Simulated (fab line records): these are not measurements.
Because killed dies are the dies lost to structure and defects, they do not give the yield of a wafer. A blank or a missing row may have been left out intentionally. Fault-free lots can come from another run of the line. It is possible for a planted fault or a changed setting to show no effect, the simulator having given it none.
fab line records || flow n5-finfet || part 2 of 2: steps 39 to 43 of 43
[record] {"lots": 6, "wafers": 18, "last-day": 18}
route steps=1938 shown HKMG_FIN@404 BEOL_M4@1111
lots with no fault: from the same line, run without faults
start-h: start of the lot's first displayed wafer, in hours after the record's first day || wait-h: hours from the lot's prior step to this one || " unchanged from the row above || L1.1+2: a row that stands for several wafers || - no value, or no start was given || * or withheld: withheld || < > ~ a bound
route shown NAME@n: a module of which the file shows steps, and the number in the route of the first || usual: mean/standard deviation of fault-free wafers || same: alike in all rows || chamber/n: place in a boat || sites: each site's reading || _std_site: the values' standard deviation || _edge_site: inner sites' mean taken away from outer sites' mean || radius-mm: for every site, how far away it sits from the centre of the wafer || mask NAME#n: copy n || behind: the tool/chamber that last shaped the wafer || hold: reason for holding the lot/hours on hold/outcome of the hold || device: names the non-switching transistor (n, p or np) || end of line: the tests these same wafers got at the end of their route || for a step that has no rows: nothing shown but its recipe || killed: the dies lost at the first sort to structure and to defects; this is not the yield of the wafer || map: a wafer's dies, marking killed ones x, the rest . and places with no die _
set.NAME: the setting the step ran with; set.NAME@STEP: the setting that earlier step ran with || model.NAME: the simulator's own value behind a step, which no gauge read
a table for each step, a row for each wafer; lots at some steps of the route
services: when a tool's chamber went out of use (start-h, in hours from the record's first day, below 0 if earlier), for how many hours, and the reason
[[steps]]
[step N5_HKMG_FIN_ALD_91]
[recipe] {"material": "TiN", "target-thk-a": 10, "temp-c": 400, "ald-precursor-family": "TiCl4", "ald-co-reactant": "NH3", "pulse-time-s": 1, "purge-time-s": 3, "co-reactant-purge-time-s": 2, "co-reactant-pulse-time-s": 2, "ald-cycles": 47, "pressure-torr": 3}
[step N5_HKMG_FIN_COAT_85]
[recipe] {"resist": "SOC", "temp-c": 250, "time-s": 60, "spin-rpm": 1500, "resist-thk-nm": 300}
[step N5_HKMG_FIN_ETCH_86]
[recipe] {"chemistry": "N2/H2", "target": "SOC", "target-depth-a": 3932, "stop-on": "TiN", "ion-energy-ev": 100, "bias-w": 61, "pressure-mtorr": 30, "source-w": 850, "n2-flow-sccm": 200, "h2-flow-sccm": 200}
[step N5_HKMG_FIN_STRIP_89]
[recipe] {"chemistry": "N2/H2", "material": "SOC", "time-s": 20, "power-w": 500, "temp-c": 40, "pressure-mtorr": 50, "rf-frequency-hz": 6e+07, "bias-power-w": 8, "h2-frac": 0.5, "n2-flow-sccm": 300, "h2-flow-sccm": 300}
[step N5_BEOL_M4_RC_MEAS_101]
[usual] {"DIBL_N": "36.0/2.5", "DIBL_P": "36.2/3", "EOT_P": "10.45/0.092", "IGATE_P": "0.0039/0.00055", "IOFF_N": "0.16/0.044", "IOFF_N_85C": "3.1/0.72", "IOFF_N_LIN": "0.072/0.016", "IOFF_N_LONG": "5.5e-05/3.2e-06", "IOFF_P": "0.21/0.049", "IOFF_P_85C": "3.7/0.7", "IOFF_P_LIN": "0.100/0.017", "IOFF_P_LONG": "0.000106/1e-05", "ION_N": "671/15", "ION_P": "461/8.7", "SS_N": "71.5/0.72", "SS_P": "73.4/0.9", "VT_N": "251/4.4", "VT_N_LONG": "275.2/2.2", "VT_N_LVT": "99/4.7", "VT_P": "-250/4", "VT_P_LONG": "-275.2/2.8", "VT_P_LVT": "-99/3.9"}
{"lot.wafer": "L259.1", "tool": "prober-02", "chamber": 0, "start-h": 206.65, "wait-h": 0.0, "DIBL_N[mV/V]": 36.0, "DIBL_P[mV/V]": 38.5, "EOT_P": 10.51, "IGATE_P[nA/um]": 0.0036, "IOFF_N[nA/um]": 0.17, "IOFF_N_85C[nA/um]": 3.2, "IOFF_N_LIN[nA/um]": 0.074, "IOFF_N_LONG[nA/um]": 5.2e-05, "IOFF_P[nA/um]": 0.23, "IOFF_P_85C[nA/um]": 4.0, "IOFF_P_LIN[nA/um]": 0.105, "IOFF_P_LONG[nA/um]": 0.000114, "ION_N[uA/um]": 659, "ION_P[uA/um]": 456, "SS_N[mV/dec]": 71.8, "SS_P[mV/dec]": 74.9, "VT_N[mV]": 248, "VT_N_LONG[mV]": 277.8, "VT_N_LVT[mV]": 100, "VT_P[mV]": -248, "VT_P_LONG[mV]": -275.3, "VT_P_LVT[mV]": -99}
{"lot.wafer": "L259.2", "tool": "prober-02", "chamber": 0, "start-h": 206.65, "wait-h": 0.0, "DIBL_N[mV/V]": 34.5, "DIBL_P[mV/V]": 36.1, "EOT_P": 10.46, "IGATE_P[nA/um]": 0.0039, "IOFF_N[nA/um]": 0.15, "IOFF_N_85C[nA/um]": 3.0, "IOFF_N_LIN[nA/um]": 0.071, "IOFF_N_LONG[nA/um]": 5.3e-05, "IOFF_P[nA/um]": 0.20, "IOFF_P_85C[nA/um]": 3.6, "IOFF_P_LIN[nA/um]": 0.097, "IOFF_P_LONG[nA/um]": 0.0001, "ION_N[uA/um]": 676, "ION_P[uA/um]": 468, "SS_N[mV/dec]": 71.1, "SS_P[mV/dec]": 73.7, "VT_N[mV]": 247, "VT_N_LONG[mV]": 278.5, "VT_N_LVT[mV]": 99, "VT_P[mV]": -249, "VT_P_LONG[mV]": -274.1, "VT_P_LVT[mV]": -100}
{"lot.wafer": "L259.5", "tool": "prober-02", "chamber": 0, "start-h": 206.65, "wait-h": 0.0, "DIBL_N[mV/V]": 33.9, "DIBL_P[mV/V]": 35.1, "EOT_P": 10.46, "IGATE_P[nA/um]": 0.0049, "IOFF_N[nA/um]": 0.13, "IOFF_N_85C[nA/um]": 2.7, "IOFF_N_LIN[nA/um]": 0.063, "IOFF_N_LONG[nA/um]": 5.1e-05, "IOFF_P[nA/um]": 0.18, "IOFF_P_85C[nA/um]": 3.2, "IOFF_P_LIN[nA/um]": 0.088, "IOFF_P_LONG[nA/um]": 9.9e-05, "ION_N[uA/um]": 656, "ION_P[uA/um]": 451, "SS_N[mV/dec]": 71.0, "SS_P[mV/dec]": 73.2, "VT_N[mV]": 251, "VT_N_LONG[mV]": 275.5, "VT_N_LVT[mV]": 102, "VT_P[mV]": -252, "VT_P_LONG[mV]": -275.2, "VT_P_LVT[mV]": -101}
{"lot.wafer": "L269.2", "tool": "prober-01", "chamber": 0, "start-h": 258.56, "wait-h": 0.2, "DIBL_N[mV/V]": 31.9, "DIBL_P[mV/V]": 33.2, "EOT_P": 10.75, "IGATE_P[nA/um]": 0.0008, "IOFF_N[nA/um]": 0.00, "IOFF_N_85C[nA/um]": 0.0, "IOFF_N_LIN[nA/um]": 0.000, "IOFF_N_LONG[nA/um]": 3.8e-05, "IOFF_P[nA/um]": 3.40, "IOFF_P_85C[nA/um]": 38.4, "IOFF_P_LIN[nA/um]": 1.847, "IOFF_P_LONG[nA/um]": 0.001177, "ION_N[uA/um]": 152, "ION_P[uA/um]": 560, "SS_N[mV/dec]": 70.3, "SS_P[mV/dec]": 72.5, "VT_N[mV]": 503, "VT_N_LONG[mV]": 518.0, "VT_N_LVT[mV]": 358, "VT_P[mV]": -166, "VT_P_LONG[mV]": -200.9, "VT_P_LVT[mV]": -17}
{"lot.wafer": "L269.4", "tool": "prober-01", "chamber": 0, "start-h": 258.56, "wait-h": 0.2, "DIBL_N[mV/V]": 33.8, "DIBL_P[mV/V]": 34.6, "EOT_P": 10.83, "IGATE_P[nA/um]": 0.0008, "IOFF_N[nA/um]": 0.00, "IOFF_N_85C[nA/um]": 0.0, "IOFF_N_LIN[nA/um]": 0.000, "IOFF_N_LONG[nA/um]": 3.7e-05, "IOFF_P[nA/um]": 3.66, "IOFF_P_85C[nA/um]": 40.9, "IOFF_P_LIN[nA/um]": 1.899, "IOFF_P_LONG[nA/um]": 0.001158, "ION_N[uA/um]": 154, "ION_P[uA/um]": 563, "SS_N[mV/dec]": 71.5, "SS_P[mV/dec]": 72.4, "VT_N[mV]": 501, "VT_N_LONG[mV]": 515.4, "VT_N_LVT[mV]": 354, "VT_P[mV]": -164, "VT_P_LONG[mV]": -201.2, "VT_P_LVT[mV]": -17}
{"lot.wafer": "L269.6", "tool": "prober-01", "chamber": 0, "start-h": 258.56, "wait-h": 0.2, "DIBL_N[mV/V]": 33.8, "DIBL_P[mV/V]": 35.6, "EOT_P": 11.08, "IGATE_P[nA/um]": 0.0006, "IOFF_N[nA/um]": 0.00, "IOFF_N_85C[nA/um]": 0.0, "IOFF_N_LIN[nA/um]": 0.000, "IOFF_N_LONG[nA/um]": 3.8e-05, "IOFF_P[nA/um]": 4.13, "IOFF_P_85C[nA/um]": 44.8, "IOFF_P_LIN[nA/um]": 2.107, "IOFF_P_LONG[nA/um]": 0.001165, "ION_N[uA/um]": 158, "ION_P[uA/um]": 573, "SS_N[mV/dec]": 71.3, "SS_P[mV/dec]": 73.3, "VT_N[mV]": 505, "VT_N_LONG[mV]": 518.4, "VT_N_LVT[mV]": 354, "VT_P[mV]": -165, "VT_P_LONG[mV]": -201.2, "VT_P_LVT[mV]": -14}
{"lot.wafer": "L270.2", "tool": "prober-01", "chamber": 0, "start-h": 276.84, "wait-h": 0.2, "DIBL_N[mV/V]": 37.9, "DIBL_P[mV/V]": 40.9, "EOT_P": 10.77, "IGATE_P[nA/um]": 0.0008, "IOFF_N[nA/um]": 0.00, "IOFF_N_85C[nA/um]": 0.0, "IOFF_N_LIN[nA/um]": 0.000, "IOFF_N_LONG[nA/um]": 3.8e-05, "IOFF_P[nA/um]": 5.80, "IOFF_P_85C[nA/um]": 57.6, "IOFF_P_LIN[nA/um]": 2.573, "IOFF_P_LONG[nA/um]": 0.001133, "ION_N[uA/um]": 153, "ION_P[uA/um]": 590, "SS_N[mV/dec]": 71.8, "SS_P[mV/dec]": 74.2, "VT_N[mV]": 499, "VT_N_LONG[mV]": 519.3, "VT_N_LVT[mV]": 355, "VT_P[mV]": -161, "VT_P_LONG[mV]": -202.3, "VT_P_LVT[mV]": -11}
{"lot.wafer": "L270.3", "tool": "prober-01", "chamber": 0, "start-h": 276.84, "wait-h": 0.2, "DIBL_N[mV/V]": 37.0, "DIBL_P[mV/V]": 39.0, "EOT_P": 10.86, "IGATE_P[nA/um]": 0.0007, "IOFF_N[nA/um]": 0.00, "IOFF_N_85C[nA/um]": 0.0, "IOFF_N_LIN[nA/um]": 0.000, "IOFF_N_LONG[nA/um]": 3.7e-05, "IOFF_P[nA/um]": 4.95, "IOFF_P_85C[nA/um]": 50.9, "IOFF_P_LIN[nA/um]": 2.305, "IOFF_P_LONG[nA/um]": 0.001077, "ION_N[uA/um]": 150, "ION_P[uA/um]": 577, "SS_N[mV/dec]": 71.5, "SS_P[mV/dec]": 74.3, "VT_N[mV]": 501, "VT_N_LONG[mV]": 525.4, "VT_N_LVT[mV]": 351, "VT_P[mV]": -164, "VT_P_LONG[mV]": -203.5, "VT_P_LVT[mV]": -14}
{"lot.wafer": "L270.6", "tool": "prober-01", "chamber": 0, "start-h": 276.84, "wait-h": 0.2, "DIBL_N[mV/V]": 34.7, "DIBL_P[mV/V]": 35.5, "EOT_P": 10.89, "IGATE_P[nA/um]": 0.0006, "IOFF_N[nA/um]": 0.00, "IOFF_N_85C[nA/um]": 0.0, "IOFF_N_LIN[nA/um]": 0.000, "IOFF_N_LONG[nA/um]": 3.8e-05, "IOFF_P[nA/um]": 3.75, "IOFF_P_85C[nA/um]": 39.2, "IOFF_P_LIN[nA/um]": 1.864, "IOFF_P_LONG[nA/um]": 0.001095, "ION_N[uA/um]": 148, "ION_P[uA/um]": 571, "SS_N[mV/dec]": 71.2, "SS_P[mV/dec]": 72.6, "VT_N[mV]": 508, "VT_N_LONG[mV]": 521.5, "VT_N_LVT[mV]": 358, "VT_P[mV]": -167, "VT_P_LONG[mV]": -201.7, "VT_P_LVT[mV]": -17}
{"lot.wafer": "L276.1", "tool": "prober-02", "chamber": 0, "start-h": 306.64, "wait-h": 0.0, "DIBL_N[mV/V]": 35.1, "DIBL_P[mV/V]": 34.4, "EOT_P": 10.49, "IGATE_P[nA/um]": 0.0035, "IOFF_N[nA/um]": 0.13, "IOFF_N_85C[nA/um]": 2.6, "IOFF_N_LIN[nA/um]": 0.060, "IOFF_N_LONG[nA/um]": 5.4e-05, "IOFF_P[nA/um]": 0.18, "IOFF_P_85C[nA/um]": 3.3, "IOFF_P_LIN[nA/um]": 0.090, "IOFF_P_LONG[nA/um]": 0.000112, "ION_N[uA/um]": 656, "ION_P[uA/um]": 455, "SS_N[mV/dec]": 72.0, "SS_P[mV/dec]": 72.7, "VT_N[mV]": 254, "VT_N_LONG[mV]": 278.6, "VT_N_LVT[mV]": 106, "VT_P[mV]": -252, "VT_P_LONG[mV]": -276.8, "VT_P_LVT[mV]": -103}
{"lot.wafer": "L276.2", "tool": "prober-02", "chamber": 0, "start-h": 306.64, "wait-h": 0.0, "DIBL_N[mV/V]": 28.9, "DIBL_P[mV/V]": 27.9, "EOT_P": 10.52, "IGATE_P[nA/um]": 0.0034, "IOFF_N[nA/um]": 0.06, "IOFF_N_85C[nA/um]": 1.4, "IOFF_N_LIN[nA/um]": 0.034, "IOFF_N_LONG[nA/um]": 5.2e-05, "IOFF_P[nA/um]": 0.12, "IOFF_P_85C[nA/um]": 2.3, "IOFF_P_LIN[nA/um]": 0.067, "IOFF_P_LONG[nA/um]": 0.000108, "ION_N[uA/um]": 631, "ION_P[uA/um]": 444, "SS_N[mV/dec]": 70.0, "SS_P[mV/dec]": 70.5, "VT_N[mV]": 261, "VT_N_LONG[mV]": 278.0, "VT_N_LVT[mV]": 114, "VT_P[mV]": -256, "VT_P_LONG[mV]": -274.9, "VT_P_LVT[mV]": -108}
{"lot.wafer": "L276.5", "tool": "prober-02", "chamber": 0, "start-h": 306.64, "wait-h": 0.0, "DIBL_N[mV/V]": 31.9, "DIBL_P[mV/V]": 31.1, "EOT_P": 10.41, "IGATE_P[nA/um]": 0.0038, "IOFF_N[nA/um]": 0.09, "IOFF_N_85C[nA/um]": 1.9, "IOFF_N_LIN[nA/um]": 0.045, "IOFF_N_LONG[nA/um]": 5.3e-05, "IOFF_P[nA/um]": 0.14, "IOFF_P_85C[nA/um]": 2.6, "IOFF_P_LIN[nA/um]": 0.075, "IOFF_P_LONG[nA/um]": 0.000104, "ION_N[uA/um]": 642, "ION_P[uA/um]": 453, "SS_N[mV/dec]": 70.7, "SS_P[mV/dec]": 72.2, "VT_N[mV]": 257, "VT_N_LONG[mV]": 273.8, "VT_N_LVT[mV]": 111, "VT_P[mV]": -252, "VT_P_LONG[mV]": -274.6, "VT_P_LVT[mV]": -106}
{"lot.wafer": "L278.1", "tool": "prober-01", "chamber": 0, "start-h": 308.34, "wait-h": 0.0, "DIBL_N[mV/V]": 39.0, "DIBL_P[mV/V]": 39.1, "EOT_P": 10.49, "IGATE_P[nA/um]": 0.0040, "IOFF_N[nA/um]": 0.20, "IOFF_N_85C[nA/um]": 3.8, "IOFF_N_LIN[nA/um]": 0.086, "IOFF_N_LONG[nA/um]": 5.6e-05, "IOFF_P[nA/um]": 0.29, "IOFF_P_85C[nA/um]": 4.8, "IOFF_P_LIN[nA/um]": 0.123, "IOFF_P_LONG[nA/um]": 0.000108, "ION_N[uA/um]": 666, "ION_P[uA/um]": 460, "SS_N[mV/dec]": 72.7, "SS_P[mV/dec]": 74.2, "VT_N[mV]": 248, "VT_N_LONG[mV]": 274.8, "VT_N_LVT[mV]": 95, "VT_P[mV]": -248, "VT_P_LONG[mV]": -273.0, "VT_P_LVT[mV]": -95}
{"lot.wafer": "L278.2", "tool": "prober-01", "chamber": 0, "start-h": 308.34, "wait-h": 0.0, "DIBL_N[mV/V]": 35.8, "DIBL_P[mV/V]": 35.5, "EOT_P": 10.39, "IGATE_P[nA/um]": 0.0038, "IOFF_N[nA/um]": 0.15, "IOFF_N_85C[nA/um]": 2.9, "IOFF_N_LIN[nA/um]": 0.069, "IOFF_N_LONG[nA/um]": 5.7e-05, "IOFF_P[nA/um]": 0.20, "IOFF_P_85C[nA/um]": 3.4, "IOFF_P_LIN[nA/um]": 0.096, "IOFF_P_LONG[nA/um]": 0.000104, "ION_N[uA/um]": 658, "ION_P[uA/um]": 457, "SS_N[mV/dec]": 71.9, "SS_P[mV/dec]": 72.7, "VT_N[mV]": 252, "VT_N_LONG[mV]": 275.7, "VT_N_LVT[mV]": 99, "VT_P[mV]": -250, "VT_P_LONG[mV]": -272.9, "VT_P_LVT[mV]": -99}
{"lot.wafer": "L278.4", "tool": "prober-01", "chamber": 0, "start-h": 308.34, "wait-h": 0.0, "DIBL_N[mV/V]": 35.1, "DIBL_P[mV/V]": 34.9, "EOT_P": 10.20, "IGATE_P[nA/um]": 0.0050, "IOFF_N[nA/um]": 0.14, "IOFF_N_85C[nA/um]": 2.8, "IOFF_N_LIN[nA/um]": 0.069, "IOFF_N_LONG[nA/um]": 5.8e-05, "IOFF_P[nA/um]": 0.19, "IOFF_P_85C[nA/um]": 3.4, "IOFF_P_LIN[nA/um]": 0.095, "IOFF_P_LONG[nA/um]": 0.000111, "ION_N[uA/um]": 684, "ION_P[uA/um]": 470, "SS_N[mV/dec]": 70.8, "SS_P[mV/dec]": 73.6, "VT_N[mV]": 250, "VT_N_LONG[mV]": 272.8, "VT_N_LVT[mV]": 97, "VT_P[mV]": -250, "VT_P_LONG[mV]": -275.0, "VT_P_LVT[mV]": -99}
{"lot.wafer": "L279.3", "tool": "prober-02", "chamber": 0, "start-h": 319.01, "wait-h": 0.3, "DIBL_N[mV/V]": 30.4, "DIBL_P[mV/V]": 29.3, "EOT_P": 10.35, "IGATE_P[nA/um]": 0.0043, "IOFF_N[nA/um]": 0.07, "IOFF_N_85C[nA/um]": 1.6, "IOFF_N_LIN[nA/um]": 0.037, "IOFF_N_LONG[nA/um]": 4.8e-05, "IOFF_P[nA/um]": 0.10, "IOFF_P_85C[nA/um]": 2.0, "IOFF_P_LIN[nA/um]": 0.056, "IOFF_P_LONG[nA/um]": 8.2e-05, "ION_N[uA/um]": 638, "ION_P[uA/um]": 438, "SS_N[mV/dec]": 70.0, "SS_P[mV/dec]": 71.8, "VT_N[mV]": 261, "VT_N_LONG[mV]": 278.0, "VT_N_LVT[mV]": 112, "VT_P[mV]": -263, "VT_P_LONG[mV]": -281.8, "VT_P_LVT[mV]": -113}
{"lot.wafer": "L279.4", "tool": "prober-02", "chamber": 0, "start-h": 319.01, "wait-h": 0.3, "DIBL_N[mV/V]": 35.3, "DIBL_P[mV/V]": 35.9, "EOT_P": 10.51, "IGATE_P[nA/um]": 0.0041, "IOFF_N[nA/um]": 0.12, "IOFF_N_85C[nA/um]": 2.5, "IOFF_N_LIN[nA/um]": 0.058, "IOFF_N_LONG[nA/um]": 4.7e-05, "IOFF_P[nA/um]": 0.18, "IOFF_P_85C[nA/um]": 3.2, "IOFF_P_LIN[nA/um]": 0.084, "IOFF_P_LONG[nA/um]": 9.4e-05, "ION_N[uA/um]": 662, "ION_P[uA/um]": 456, "SS_N[mV/dec]": 71.2, "SS_P[mV/dec]": 73.4, "VT_N[mV]": 256, "VT_N_LONG[mV]": 277.9, "VT_N_LVT[mV]": 105, "VT_P[mV]": -255, "VT_P_LONG[mV]": -280.2, "VT_P_LVT[mV]": -104}
{"lot.wafer": "L279.6", "tool": "prober-02", "chamber": 0, "start-h": 319.01, "wait-h": 0.3, "DIBL_N[mV/V]": 33.7, "DIBL_P[mV/V]": 33.6, "EOT_P": 10.35, "IGATE_P[nA/um]": 0.0051, "IOFF_N[nA/um]": 0.11, "IOFF_N_85C[nA/um]": 2.3, "IOFF_N_LIN[nA/um]": 0.054, "IOFF_N_LONG[nA/um]": 4.8e-05, "IOFF_P[nA/um]": 0.14, "IOFF_P_85C[nA/um]": 2.7, "IOFF_P_LIN[nA/um]": 0.073, "IOFF_P_LONG[nA/um]": 9.1e-05, "ION_N[uA/um]": 660, "ION_P[uA/um]": 453, "SS_N[mV/dec]": 71.0, "SS_P[mV/dec]": 73.0, "VT_N[mV]": 256, "VT_N_LONG[mV]": 278.4, "VT_N_LVT[mV]": 106, "VT_P[mV]": -258, "VT_P_LONG[mV]": -278.2, "VT_P_LVT[mV]": -109}
[[services]]
{"tool": "rie-diel-02", "chamber": "-", "start-h": 65.60, "hours": 2.8, "kind": "pm"}
{"tool": "rie-diel-01", "chamber": 3, "start-h": 70.89, "hours": 5.6, "kind": "repair"}
{"tool": "wet-bench-03", "chamber": "-", "start-h": 72.24, "hours": 1.0, "kind": "repair"}
{"tool": "rie-diel-02", "chamber": 3, "start-h": 72.95, "hours": "-", "kind": "clean"}
{"tool": "rie-diel-02", "chamber": 3, "start-h": 72.95, "hours": "-", "kind": "consumable-replace:focus-ring"}
{"tool": "rie-diel-02", "chamber": 3, "start-h": 72.95, "hours": 20.8, "kind": "scheduled-down"}
{"tool": "rie-diel-02", "chamber": 3, "start-h": 72.95, "hours": 20.8, "kind": "vent-cycle"}
{"tool": "wet-bench-02", "chamber": "-", "start-h": 98.44, "hours": 0.9, "kind": "repair"}
{"tool": "rie-diel-05", "chamber": 3, "start-h": 132.65, "hours": 7.5, "kind": "repair"}
{"tool": "rie-diel-01", "chamber": 1, "start-h": 135.00, "hours": 12.9, "kind": "repair"}
{"tool": "rie-diel-01", "chamber": 1, "start-h": 177.02, "hours": "-", "kind": "clean"}
{"tool": "rie-diel-01", "chamber": 1, "start-h": 177.02, "hours": "-", "kind": "consumable-replace:esc"}
{"tool": "rie-diel-01", "chamber": 1, "start-h": 177.02, "hours": "-", "kind": "consumable-replace:focus-ring"}
{"tool": "rie-diel-01", "chamber": 1, "start-h": 177.02, "hours": 20.8, "kind": "scheduled-down"}
{"tool": "rie-diel-01", "chamber": 1, "start-h": 177.02, "hours": 20.8, "kind": "vent-cycle"}
{"tool": "rie-diel-02", "chamber": "-", "start-h": 195.71, "hours": 3.6, "kind": "repair"}
{"tool": "rie-diel-01", "chamber": 0, "start-h": 199.26, "hours": "-", "kind": "clean"}
{"tool": "rie-diel-01", "chamber": 0, "start-h": 199.26, "hours": "-", "kind": "consumable-replace:focus-ring"}
{"tool": "rie-diel-01", "chamber": 0, "start-h": 199.26, "hours": "-", "kind": "consumable-replace:showerhead"}
{"tool": "rie-diel-01", "chamber": 0, "start-h": 199.26, "hours": 18.1, "kind": "scheduled-down"}
{"tool": "rie-diel-01", "chamber": 0, "start-h": 199.26, "hours": 18.1, "kind": "vent-cycle"}
{"tool": "wet-bench-02", "chamber": "-", "start-h": 202.28, "hours": 1.9, "kind": "pm"}
{"tool": "rie-diel-05", "chamber": 0, "start-h": 203.48, "hours": 8.1, "kind": "repair"}
{"tool": "rie-diel-02", "chamber": 2, "start-h": 205.00, "hours": 27.5, "kind": "repair"}
[[key]]
[first-sign] {"step": "N5_HKMG_FIN_WET_ETCH_65", "reading": "tool-record", "direction": "missing"}
[effect] {"step": "N5_BEOL_M4_RC_MEAS_101", "reading": "IOFF_P_LIN", "direction": "up", "sigmas": "99+", "usual": 0.100, "struck": 2.099}
[effect] {"step": "N5_BEOL_M4_RC_MEAS_101", "reading": "VT_N_LONG", "direction": "up", "sigmas": "99+", "usual": 275.2, "struck": 519.7}
[effect] {"step": "N5_BEOL_M4_RC_MEAS_101", "reading": "IOFF_P_LONG", "direction": "up", "sigmas": "99+", "usual": 0.000106, "struck": 0.001134}
[effect] {"step": "N5_BEOL_M4_RC_MEAS_101", "reading": "IOFF_P", "direction": "up", "sigmas": 84, "usual": 0.21, "struck": 4.28}
[effect] {"step": "N5_BEOL_M4_RC_MEAS_101", "reading": "IOFF_P_85C", "direction": "up", "sigmas": 60, "usual": 3.7, "struck": 45.3}
[effect] {"step": "N5_BEOL_M4_RC_MEAS_101", "reading": "VT_N", "direction": "up", "sigmas": 57, "usual": 251, "struck": 503}
[effect] {"step": "N5_BEOL_M4_RC_MEAS_101", "reading": "VT_N_LVT", "direction": "up", "sigmas": 54, "usual": 99, "struck": 355}
[effect] {"step": "N5_BEOL_M4_RC_MEAS_101", "reading": "ION_N", "direction": "down", "sigmas": 34, "usual": 671, "struck": 153}
[effect] {"step": "N5_BEOL_M4_RC_MEAS_101", "reading": "VT_P_LONG", "direction": "up", "sigmas": 26, "usual": -275.2, "struck": -201.8}
[effect] {"step": "N5_BEOL_M4_RC_MEAS_101", "reading": "VT_P", "direction": "up", "sigmas": 22, "usual": -250, "struck": -164}
[effect] {"step": "N5_BEOL_M4_RC_MEAS_101", "reading": "VT_P_LVT", "direction": "up", "sigmas": 21, "usual": -99, "struck": -15}
[effect] {"step": "N5_BEOL_M4_RC_MEAS_101", "reading": "ION_P", "direction": "up", "sigmas": 13, "usual": 461, "struck": 572}
[model-effect] {"step": "N5_HKMG_FIN_WET_ETCH_65", "value": "a-Si_of_HKMG_FIN_CVD_62.thk-nm", "without": 0, "struck": 3.067}
met-at N5_HKMG_FIN_WET_ETCH_65
struck-wafers L269.2,L269.4,L269.6,L270.2,L270.3,L270.6
rows-end L270.2,L270.3,L270.6
sort-left-out L269.2,L269.4,L269.6
[fault] {"kind": "skipped-step-whole", "tool": "wet-bench-03,wet-bench-04", "chamber": "-", "onset-h": 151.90, "steps": "N5_HKMG_FIN_WET_ETCH_65", "scope": "struck-lots-only"}
// sort-left-out: the simulated sort isn't trusted on such a fault, so these wafers' sort isn't shown, and their yield isn't known
// rows-end: these wafers met a further fault down the route, and their rows from its step on are left out
